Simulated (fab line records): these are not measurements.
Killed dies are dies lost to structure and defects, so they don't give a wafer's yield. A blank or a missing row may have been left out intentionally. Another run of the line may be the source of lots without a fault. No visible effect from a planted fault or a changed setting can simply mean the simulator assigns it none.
A struck lot beside a sound one ; flow n5_finfet ; 16 out of 1938 route steps
Sound: wafers L516.2, L516.3, L516.6. Wafers L505.2, L505.5, L505.6 were the ones struck. At the end, the cause is stated.
For every step that has rows: the tool of each side, followed by ch and its chambers, followed by its first start. Under that, the readings that differ: sound wafers ; struck wafers ; difference of the means ; sigmas: that difference in standard deviations of wafers without a fault.
alike: readings with means less than 2 such deviations apart, plus words and numbers identical on both sides. not compared: withheld readings, readings lacking a value on some wafer, bounds such as >300 that could conceal the same value, and numbers that have no deviation in the record and whose values overlap.
A row with sigmas, a row that says differs or no value, or rows on one side alone: a step with any of these is where the two part. Numbers that have no deviation but don't overlap get no sigmas and don't part them. A reading that every wafer of one side lacks parts them only if that side has two wafers or more.

first, 2 steps without rows for these wafers: N5_DUMMY_GATE_PEB_13 (peb time 60 s); N5_DUMMY_GATE_DEVELOP_14 (develop time 30 s).
N5_DUMMY_GATE_CD_MEAS_15 targets a cd of 25.8 nm.
  sound on cd_sem-02 ch 0, day 7 04:07; struck on cd_sem-01 ch 0, day 4 10:41
  alike: cd_nm
N5_DUMMY_GATE_OVL_MEAS_16:
  sound on overlay-02 ch 0, day 7 04:10; struck on overlay-01 ch 0, day 4 10:44
  alike: GATE_OVL
N5_DUMMY_GATE_INSPECT_17: inspects for defects (brightfield).
  struck on defect_inspect-01, day 4 10:47; sound on defect_inspect-02, day 7 04:13
  alike: raw_defect_count
N5_DUMMY_GATE_DESCUM_20: chemistry O2, time 6.2 s.
  sound on rie_diel-05 ch 0,2,3, day 7 04:19; struck on rie_diel-05 ch 0,2,3, day 4 11:12
  alike: drypump_motor_current_A, oes_product_au, rf_vpp_V, showerhead_plenum_p_Torr, throttle_valve_pct
  not compared: rf_hours_counter_h
N5_DUMMY_GATE_ETCH_29: etches underlayer in N2/H2, target depth 13 nm.
  sound on rie_diel-05 ch 0,2,3, day 7 04:23; struck on rie_diel-05 ch 0,2,3, day 4 11:16
  alike: drypump_motor_current_A, n2_flow_sccm, oes_product_au, rf_vpp_V, showerhead_plenum_p_Torr, throttle_valve_pct
  not compared: rf_hours_counter_h
N5_DUMMY_GATE_ETCH_36: etches SiARC in CF4, target depth 13 nm.
  sound on rie_diel-05 ch 0,2,3, day 7 04:25; struck on rie_diel-05 ch 0,2,3, day 4 11:19
  alike: drypump_motor_current_A, oes_product_au, rf_vpp_V, showerhead_plenum_p_Torr, throttle_valve_pct
  not compared: rf_hours_counter_h
N5_DUMMY_GATE_ETCH_37: etches SOC in N2/H2, target depth 60 nm, overetch 30 nm.
  sound on rie_diel-05 ch 0,2,3, day 7 04:28; struck on rie_diel-05 ch 0,2,3, day 4 11:21
  alike: drypump_motor_current_A, n2_flow_sccm, oes_product_au, rf_vpp_V, showerhead_plenum_p_Torr, throttle_valve_pct
  not compared: rf_hours_counter_h
then, 2 steps without rows for these wafers: N5_DUMMY_GATE_STRIP_38 (strips in N2/H2); N5_DUMMY_GATE_STRIP_39 (strips in N2/H2).
N5_DUMMY_GATE_TRIM_49: chemistry O2, time 29 s, target cd 14 nm.
  sound on rie_si-04 ch 1,2, day 7 04:32; struck on rie_si-03 ch 0,1,3, day 4 11:26
  alike: drypump_motor_current_A, oes_product_au, throttle_valve_pct
  not compared: rf_hours_counter_h
N5_DUMMY_GATE_STRIP_40: strips in CF4.
  sound on rie_diel-05 ch 0,2,3, day 7 04:44; struck on rie_diel-01 ch 0,1,3, day 4 11:38
  no value came back on the struck wafers for any of 7 readings (bias_power_w (W), cf4_flow_sccm (sccm) and others); on the sound wafers bias_power_w (W) reads 75.50 75.32 75.24
reading;sound;struck;difference;sigmas
model.SiARC_of_DUMMY_GATE_COAT_35.thk_nm (nm);0 0 0;4.8 5 5;+4.9;
  not compared: rf_hours_counter_h
N5_DUMMY_GATE_CD_MEAS_50 targets a cd of 14 nm.
  struck on cd_sem-03, day 4 11:41; sound on cd_sem-01, day 7 04:48
  alike: cd_nm
-- a jump in the record: the struck wafers' starts before and after are 5 days apart (it breaks off in module DUMMY_GATE and resumes in module BEOL_M4, where the first step shown is number 1111 of the route) --
N5_BEOL_M4_RC_MEAS_101:
  sound on prober-01 ch 0, day 12 02:46; struck on prober-01 ch 0, day 9 07:14
  alike: DIBL_N, DIBL_P, IOFF_N, IOFF_P, ION_N, ION_P, SS_N, SS_P, VT_N, VT_P
-- here the record skips 5 days between the struck wafers' starts before and after, leaving off in module BEOL_M4 and picking up in module PASSIVATION (first step shown: number 1936 of the route) --
N5_PASSIVATION_PROBE_49:
  rows exist in the record for the struck wafers here (prober-01, day 13 22:59), but not for the sound ones

## WHERE THEY PART
At N5_DUMMY_GATE_STRIP_40 first; at N5_PASSIVATION_PROBE_49 last (within this record only).

WHY: what the simulator had put in
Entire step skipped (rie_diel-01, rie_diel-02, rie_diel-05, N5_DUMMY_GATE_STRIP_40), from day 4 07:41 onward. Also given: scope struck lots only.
